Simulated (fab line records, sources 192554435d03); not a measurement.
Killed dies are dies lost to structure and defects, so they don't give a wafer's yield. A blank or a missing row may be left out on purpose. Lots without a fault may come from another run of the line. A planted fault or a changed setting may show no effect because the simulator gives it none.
Chamber matching | flow n5_finfet | N5_PASSIVATION_PECVD_00 on pecvd-04: 3 sister chambers
The step deposits SiO2 from SiH4/N2O, target thk 200 nm, time 11.2 s. 16 wafers are shown with their chamber, then 8 later ones without.

WAFERS WITH THEIR CHAMBER
wafer  | chamber | showerhead_plenum_p_Torr (Torr) | throttle_valve_pct (%) | heater_power_w (W)
L083.2 | 2       | 7.99                            | 51                     | 765
L083.5 | 1       | 8.17                            | 63                     | 680
L083.6 | 0       | 8.38                            | 53                     | 693
L080.1 | 2       | 7.95                            | 51                     | 786
L080.3 | 0       | 8.40                            | 53                     | 647
L080.6 | 1       | 8.17                            | 63                     | 628
L084.1 | 1       | 8.18                            | 64                     | 615
L084.4 | 0       | 8.37                            | 53                     | 664
L084.6 | 1       | 8.17                            | 64                     | 605
L085.1 | 1       | 8.16                            | 64                     | 679
L085.2 | 0       | 8.38                            | 53                     | 653
L085.4 | 1       | 8.19                            | 64                     | 681
L093.3 | 2       | 7.95                            | 51                     | 763
L093.4 | 2       | 7.95                            | 51                     | 763
L093.6 | 1       | 8.15                            | 49                     | 582
L092.1 | 0       | 8.38                            | 53                     | 581

SIGNATURES (means of the wafers above)
reading                  | chamber 0 | chamber 1 | chamber 2 | scatter within a chamber
showerhead_plenum_p_Torr | 8.3820    | 8.1700    | 7.9600    | 0.0144
throttle_valve_pct       | 53.00     | 61.57     | 51.00     | 3.78
heater_power_w           | 647.60    | 638.57    | 769.25    | 36.5
Rule: a wafer's distance from a chamber is the root of the sum, over the readings, of the square of ((its reading less the chamber's mean) divided by the reading's scatter). The wafer belongs to the nearest chamber; if the next one is less than 2 further off, it can't be placed. The scatter: the root of (the sum of the squares of (reading less its chamber's mean) over the shown wafers, divided by (wafers less chambers)).

WAFERS WITHOUT THEIR CHAMBER
wafer  | showerhead_plenum_p_Torr (Torr) | throttle_valve_pct (%) | heater_power_w (W)
L092.3 | 8.16                            | 49                     | 653
L092.5 | 8.15                            | 49                     | 655
L094.4 | 7.97                            | 51                     | 603
L094.5 | 8.38                            | 53                     | 579
L094.6 | 8.16                            | 50                     | 530
L096.2 | 7.97                            | 52                     | 753
L096.3 | 8.39                            | 53                     | 642
L096.4 | 8.19                            | 50                     | 653

WHICH CHAMBER EACH WENT THROUGH
wafer  | from the rows above | in truth
L092.3 | 1                   | 1
L092.5 | 1                   | 1
L094.4 | 2                   | 2
L094.5 | 0                   | 0
L094.6 | 1                   | 1
L096.2 | 2                   | 2
L096.3 | 0                   | 0
L096.4 | 1                   | 1
Placed correctly: 8 of 8. Can't be placed from these rows: 0. Placed wrongly: 0.
